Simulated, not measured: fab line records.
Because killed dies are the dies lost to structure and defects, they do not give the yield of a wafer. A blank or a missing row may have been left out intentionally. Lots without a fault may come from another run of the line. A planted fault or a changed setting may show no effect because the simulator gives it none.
A struck lot beside a sound one    flow n5-finfet    39 out of 1938 route steps
Sound: these wafers, L818.1, L818.2, L818.5. Wafers L827.1, L827.3 were the ones struck. The cause is given at the end.
For every step that has rows: the tool of each side, followed by ch and its chambers, followed by its first start. Under that, the readings that differ: sound wafers    struck wafers    difference of the means    sigmas: that difference in standard deviations of wafers without a fault.
alike: same words and numbers on both sides, and readings whose means sit less than 2 such deviations apart. not compared: any withheld reading, any reading some wafer has no value for, any bound like >300 that may hide the same value, and any number with overlapping values for which the record gives no deviation.
The two part at a step that has a row with sigmas, a row that says differs or no value, or rows on one side only. When numbers do not overlap yet have no deviation, they are printed without sigmas and do not part them. A reading missing from all wafers of one side parts the sides only when that side holds two or more wafers.

first, 10 steps without rows for these wafers: N5_DUMMY_GATE_ETCH_23 (etches poly-Si in HBr/Cl2/O2, target depth 41 nm, time 22.3 s); N5_DUMMY_GATE_ETCH_44 (etches poly-Si in HBr/O2, stops on SiO2, target depth 127.5 nm); N5_DUMMY_GATE_ETCH_42 (etches SiO2 in CHF3/O2, target depth 3.5 nm, time 31 s); N5_DUMMY_GATE_STRIP_48 (strips in N2/H2, time 20 s); N5_DUMMY_GATE_PRECLEAN_33 (cleans in dHF, time 10 s); N5_DUMMY_GATE_PRECLEAN_25 (cleans in O3/DIW, time 45 s); N5_DUMMY_GATE_PRECLEAN_51 (cleans in SC2, time 45 s); N5_DUMMY_GATE_SRD_26 (time 30 s); N5_DUMMY_GATE_UV_OZONE_45 (time 120 s); N5_SPACER0_ALD_07 (deposits SiNx, target thk 2 nm).
N5_SPACER0_ALD_00: deposits SiOCN, target thk 3.5 nm, pulse time 3 s, purge time 2 s.
  sound on ald-sin-04 ch 0,1, day 3 21:07; struck on ald-sin-04 ch 2,3, day 6 03:10
reading                                    sound        struck   difference  sigmas
ald-cycles                                 58 58 58     74 74    +16         
model.SiOCN_of_SPACER0_ALD_00.thk-nm (nm)  3.4 3.4 3.4  4.4 4.4  +1.0        
  alike: heater-power-w, precursor-pulse-height-rel
then, 25 steps without rows for these wafers: N5_SPACER0_ALD_08 (deposits SiNx, target thk 2 nm); N5_SD_EPI_N_COAT_32 (time 60 s, resist thk 350 nm); N5_SD_EPI_N_COAT_33 (time 60 s, resist thk 35 nm); N5_SD_EPI_N_COAT_03 (resist thk 150 nm); N5_SD_EPI_N_EBR_05; N5_SD_EPI_N_SOFTBAKE_04 (time 60 s); N5_SD_EPI_N_EXPOSE_06 (exposes mask SD N BLK, target cd 120 nm); N5_SD_EPI_N_PEB_07 (peb time 60 s); N5_SD_EPI_N_DEVELOP_08 (develop time 30 s); N5_SD_EPI_N_DESCUM_14 (chemistry O2, time 7.9 s); N5_SD_EPI_N_ETCH_34 (etches SiARC in CF4, target depth 45.5 nm, time 75.8 s); N5_SD_EPI_N_ETCH_35 (etches SOC in N2/H2, overetch 108 nm, time 486 s); N5_SD_EPI_N_STRIP_36 (strips in N2/H2); N5_SD_EPI_N_ETCHBACK_44 (etches SiNx in CH3F/O2, stops on SiO2, target depth 14.5 nm); N5_SD_EPI_N_ETCH_45 (etches SiOCN in CH3F/O2, target depth 6 nm); N5_SD_EPI_N_ETCH_16 (etches SiO2 in CHF3/O2, target depth 5 nm); N5_SD_EPI_N_STRIP_47 (strips in CHF3/O2); N5_SD_EPI_N_SD_RECESS_17 (chemistry HBr/Cl2/O2, target depth 41 nm, time 23.7 s, bt time 3 s); N5_SD_EPI_N_STRIP_38 (strips in N2/H2); N5_SD_EPI_N_WET_ETCH_43 (etches SiO2 in dHF, time 14 s, target depth 1.5 nm); N5_SD_EPI_N_STRIP_18 (strips in SPM, time 750 s); N5_SD_EPI_N_SRD_20 (time 30 s); N5_SD_EPI_N_PRECLEAN_48 (cleans in NF3:NH3, afs cycles 2, time 20 s, sublimation time 60 s); N5_SD_EPI_N_VAPOR_ETCH_50 (etches Si in HCl, time 54 s); N5_SD_EPI_N_EPI_21 (deposits Si:P, time 690 s).
N5_SD_EPI_P_PRECLEAN_32: cleans in dHF, time 10 s.
  sound on wet-bench-01 ch 0,5,6, day 4 06:13; struck on wet-bench-04 ch 2,5, day 6 12:16
reading                                    sound        struck   difference  sigmas
model.SiOCN_of_SPACER0_ALD_00.thk-nm (nm)  3.4 3.4 3.4  4.4 4.4  +1.0        
-- record jumps: 4 days separate the struck wafers' starts on either side; left off in module SD_EPI_P, taken up again in module BEOL_M4, whose first shown step is the route's number 1111 --
N5_BEOL_M4_RC_MEAS_101:
  sound on prober-01 ch 0, day 8 11:41; struck on prober-01 ch 0, day 10 20:20
reading          sound              struck       difference  sigmas
DIBL_P (mV/V)    32.8 36.0 36.6     30.1 30.3    -4.9        -2
ION_N (uA/um)    645 662 672        627 618      -37         -3
ION_P (uA/um)    446 458 464        434 437      -20         -3
REXT_N (ohm.um)  74.6 75.7 74.7     86.5 86.6    +11.5       +6
REXT_P (ohm.um)  105.0 105.6 107.6  112.3 110.4  +5.3        +2
  alike: DIBL_N, IOFF_N, IOFF_P, SS_N, SS_P, VT_N, VT_P
-- a jump in the record: the struck wafers' starts before and after are 4 days apart (it breaks off in module BEOL_M4 and resumes in module PASSIVATION, where the first step shown is number 1936 of the route) --
N5_PASSIVATION_PROBE_49:
  record: rows for the struck wafers here (prober-01, day 14 21:34), none for the sound ones

== WHERE THEY PART ==
Earliest at N5_BEOL_M4_RC_MEAS_101; latest, in this record, at N5_PASSIVATION_PROBE_49.

WHY: what the simulator had put in
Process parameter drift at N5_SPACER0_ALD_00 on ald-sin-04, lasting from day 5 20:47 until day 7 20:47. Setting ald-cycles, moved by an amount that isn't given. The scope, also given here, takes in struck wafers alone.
